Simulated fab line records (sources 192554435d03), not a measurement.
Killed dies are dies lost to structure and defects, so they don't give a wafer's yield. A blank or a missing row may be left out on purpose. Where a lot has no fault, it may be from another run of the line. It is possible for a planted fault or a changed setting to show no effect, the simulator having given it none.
Lot-split experiment + flow n5Finfet + on a route of 1938 steps: 7 lots, 39 wafers read

## THE SPLIT
At N5_GATE_CUT_ETCH_58 (etches SiNx in CH3F/O2, target depth 17 nm, time 128.6 s), the setting timeS was moved away from the recipe's 128.6 s on 15 of the 39 wafers read, by -17.4% to +10.0%. All remaining wafers had this setting at the recipe value.

The split's own step is where the reading is taken.

## THE READING
etch.depthNm (the simulator's own value, which no gauge read), in nm, at N5_GATE_CUT_ETCH_58 (etches SiNx in CH3F/O2, target depth 17 nm, time 128.6 s). The file does not state a usual value for it. Across the 24 wafers here that went through the recipe, the average is 17.12 nm and the standard deviation 0.27 nm.

| wafer  | tool, chamber at the split | timeS as run, s | against the recipe | etch.depthNm, nm | against lot-mates on the recipe |
|--------|----------------------------|-----------------|--------------------|------------------|---------------------------------|
| L079.1 | rieDiel-05, 1              | 128.6           | recipe             | 17.32            | -                               |
| L079.2 | rieDiel-05, 0              | 128.6           | recipe             | 16.69            | -                               |
| L079.3 | rieDiel-05, 2              | 128.6           | recipe             | 17.25            | -                               |
| L079.4 | rieDiel-05, 3              | 141.4           | +10.0%             | 18.84            | +1.75                           |
| L079.5 | rieDiel-05, 1              | 141.4           | +10.0%             | 19.14            | +2.05                           |
| L079.6 | rieDiel-05, 2              | 141.4           | +10.0%             | 19.02            | +1.93                           |
| L080.1 | rieDiel-05, 0              | 128.6           | recipe             | 17.06            | -                               |
| L080.2 | rieDiel-05, 3              | 128.6           | recipe             | 17.17            | -                               |
| L080.3 | rieDiel-05, 1              | 112             | -12.9%             | 15.27            | -1.96                           |
| L080.4 | rieDiel-05, 2              | 112             | -12.9%             | 15.14            | -2.09                           |
| L080.5 | rieDiel-05, 0              | 112             | -12.9%             | 14.67            | -2.56                           |
| L080.6 | rieDiel-05, 1              | 128.6           | recipe             | 17.46            | -                               |
| L086.1 | rieDiel-01, 1              | 128.6           | recipe             | 17.47            | -                               |
| L086.2 | rieDiel-01, 2              | 128.6           | recipe             | 17.06            | -                               |
| L086.3 | rieDiel-01, 3              | 109.6           | -14.8%             | 14.23            | -2.86                           |
| L086.4 | rieDiel-01, 2              | 109.6           | -14.8%             | 14.61            | -2.48                           |
| L086.5 | rieDiel-01, 3              | 128.6           | recipe             | 16.73            | -                               |
| L086.6 | rieDiel-01, 1              | 109.6           | -14.8%             | 14.84            | -2.25                           |
| L088.1 | rieDiel-01, 2              | 128.6           | recipe             | 17.22            | -                               |
| L088.5 | rieDiel-01, 1              | 128.6           | recipe             | 17.39            | -                               |
| L088.6 | rieDiel-01, 2              | 128.6           | recipe             | 17.26            | -                               |
| L090.1 | rieDiel-01, 1              | 106.2           | -17.4%             | 14.69            | -2.76                           |
| L090.2 | rieDiel-01, 3              | 106.2           | -17.4%             | 13.97            | -3.48                           |
| L090.3 | rieDiel-01, 2              | 128.6           | recipe             | 17.5             | -                               |
| L090.4 | rieDiel-01, 0              | 128.6           | recipe             | 17.39            | -                               |
| L090.5 | rieDiel-01, 1              | 106.2           | -17.4%             | 14.63            | -2.82                           |
| L090.6 | rieDiel-01, 2              | 128.6           | recipe             | 17.47            | -                               |
| L093.1 | rieDiel-04, 2              | 128.6           | recipe             | 16.83            | -                               |
| L093.2 | rieDiel-04, 1              | 128.6           | recipe             | 17.13            | -                               |
| L093.3 | rieDiel-04, 0              | 128.6           | recipe             | 17.12            | -                               |
| L093.4 | rieDiel-04, 3              | 128.6           | recipe             | 17.1             | -                               |
| L093.5 | rieDiel-04, 3              | 128.6           | recipe             | 17.14            | -                               |
| L093.6 | rieDiel-04, 2              | 128.6           | recipe             | 16.9             | -                               |
| L096.1 | rieDiel-04, 0              | 114.8           | -10.7%             | 15.12            | -1.60                           |
| L096.2 | rieDiel-04, 1              | 128.6           | recipe             | 16.82            | -                               |
| L096.3 | rieDiel-04, 2              | 128.6           | recipe             | 16.49            | -                               |
| L096.4 | rieDiel-04, 3              | 114.8           | -10.7%             | 14.88            | -1.84                           |
| L096.5 | rieDiel-04, 0              | 128.6           | recipe             | 16.85            | -                               |
| L096.6 | rieDiel-04, 3              | 114.8           | -10.7%             | 14.98            | -1.74                           |

FIT RESULTS
A straight line over all 39 wafers: etch.depthNm changes by +0.171 nm for each +1% of timeS; r = +0.98; the points scatter about the line by 0.29 nm.
The same after taking each lot's own level away (the mean of its wafers on the recipe; 39 wafers): +0.175 nm for each +1%; r = +0.99; scatter 0.21 nm.
On that fit, the largest move of timeS shifts the reading by 3 nm.
Measured against the standard deviation above, the lots' own levels, which go from 16.720 to 17.453 nm, span 2.7 times it.
So the lot-to-lot level changes the slope little: the two slopes agree.
Check: for one of the wafers moved furthest among these (-17.4%), held out of the fit, the line's prediction against its lot-mates is -3.04 nm. It came out at -2.76 nm against them.

## THESE WAFERS: OTHER SPLITS
These wafers also went through other splits before the reading. Each is held against what the fit with the lots' levels taken away leaves over:
| other split on the same wafers     | wafers away from the commonest value | r with etch.depthNm (lot level and that fit taken away) |
|------------------------------------|--------------------------------------|---------------------------------------------------------|
| N5_DUMMY_GATE_EXPOSE_12 doseMj     | 12                                   | -0.02                                                   |
| N5_DUMMY_GATE_ETCH_44 targetDepthA | 9                                    | +0.19                                                   |
| N5_SPACER0_ALD_00 aldCycles        | 9                                    | -0.13                                                   |

## THE FILE'S OWN FIT
etch.depthNm changes by +0.173 nm for each +1% of timeS, r = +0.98.
